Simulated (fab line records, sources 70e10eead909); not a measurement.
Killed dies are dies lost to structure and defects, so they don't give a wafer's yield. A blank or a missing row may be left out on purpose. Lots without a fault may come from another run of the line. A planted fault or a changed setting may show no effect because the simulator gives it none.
Chamber matching | flow nand_harc | NHARC_A_STAIRCASE_DESCUM_11 on rie_diel-02: 4 sister chambers
The step chemistry O2, time 3 s. 4 wafers are shown with their chamber, then 7 later ones without.

WAFERS WITH THEIR CHAMBER
wafer  | chamber | showerhead_plenum_p_Torr (Torr)
L084.4 | 0       | 2.05
L084.5 | 2       | 2.05
L084.6 | 1       | 1.96
L086.4 | 3       | 1.84

WAFERS WITHOUT THEIR CHAMBER
wafer  | showerhead_plenum_p_Torr (Torr)
L086.5 | 2.05
L092.1 | 1.95
L092.4 | 2.05
L092.5 | 1.95
L096.2 | 2.04
L096.3 | 2.04
L096.6 | 2.04

WHICH CHAMBER EACH WENT THROUGH
wafer  | from the rows above     | in truth
L086.5 | can't be placed: 0 or 2 | 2
L092.1 | 1                       | 1
L092.4 | can't be placed: 0 or 2 | 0
L092.5 | 1                       | 1
L096.2 | can't be placed: 0 or 2 | 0
L096.3 | can't be placed: 0 or 2 | 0
L096.6 | can't be placed: 0 or 2 | 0
Placed correctly: 2 of 7. Can't be placed from these rows: 5 (the true chamber is among the candidates in 5). Placed wrongly: 0.
How it was worked out, from the rows above alone: a wafer's distance from a chamber is the root of the sum, over the readings, of the square of ((its reading less the chamber's mean) divided by the reading's scatter). The wafer belongs to the nearest chamber; if the next one is less than 2 further off, it can't be placed. A chamber's mean is the mean of its shown wafers. The scatter: with one shown wafer a chamber, the root of the mean of the squares of how far each hidden wafer lies from its nearest shown one.
